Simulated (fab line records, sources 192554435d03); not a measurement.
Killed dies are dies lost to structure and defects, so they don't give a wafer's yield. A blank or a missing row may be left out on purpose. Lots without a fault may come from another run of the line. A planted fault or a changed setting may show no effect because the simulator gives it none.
Chamber matching | flow n5_finfet | N5_GATE_CUT_HM_DEP_46 on pecvd-04: 3 sister chambers
The step deposits SiO2 from TEOS/O2, target thk 130 nm, time 26.6 s. 6 wafers are shown with their chamber, then 8 later ones without.

WAFERS WITH THEIR CHAMBER
wafer  | chamber | throttle_valve_pct (%) | showerhead_plenum_p_Torr (Torr)
L079.4 | 2       | 17.8                   | 8.36
L086.6 | 2       | 18.1                   | 8.36
L090.3 | 1       | 19.8                   | 8.39
L090.4 | 1       | 19.6                   | 8.38
L090.6 | 0       | 20.8                   | 8.28
L094.2 | 0       | 20.7                   | 8.28

WAFERS WITHOUT THEIR CHAMBER
wafer  | throttle_valve_pct (%) | showerhead_plenum_p_Torr (Torr)
L094.3 | 18.1                   | 8.37
L094.6 | 21.0                   | 8.28
L097.1 | 18.2                   | 8.37
L097.2 | 19.6                   | 8.39
L097.3 | 20.7                   | 8.31
L097.4 | 21.2                   | 8.27
L097.5 | 19.6                   | 8.41
L097.6 | 18.2                   | 8.36

WHICH CHAMBER EACH WENT THROUGH
wafer  | from the rows above | in truth
L094.3 | 2                   | 2
L094.6 | 0                   | 0
L097.1 | 2                   | 2
L097.2 | 1                   | 1
L097.3 | 0                   | 0
L097.4 | 0                   | 0
L097.5 | 1                   | 1
L097.6 | 2                   | 2
Placed correctly: 8 of 8. Can't be placed from these rows: 0. Placed wrongly: 0.
How it was worked out, from the rows above alone: a wafer's distance from a chamber is the root of the sum, over the readings, of the square of ((its reading less the chamber's mean) divided by the reading's scatter). The wafer belongs to the nearest chamber; if the next one is less than 2 further off, it can't be placed. A chamber's mean is the mean of its shown wafers. The scatter: the root of (the sum of the squares of (reading less its chamber's mean) over the shown wafers, divided by (wafers less chambers)).
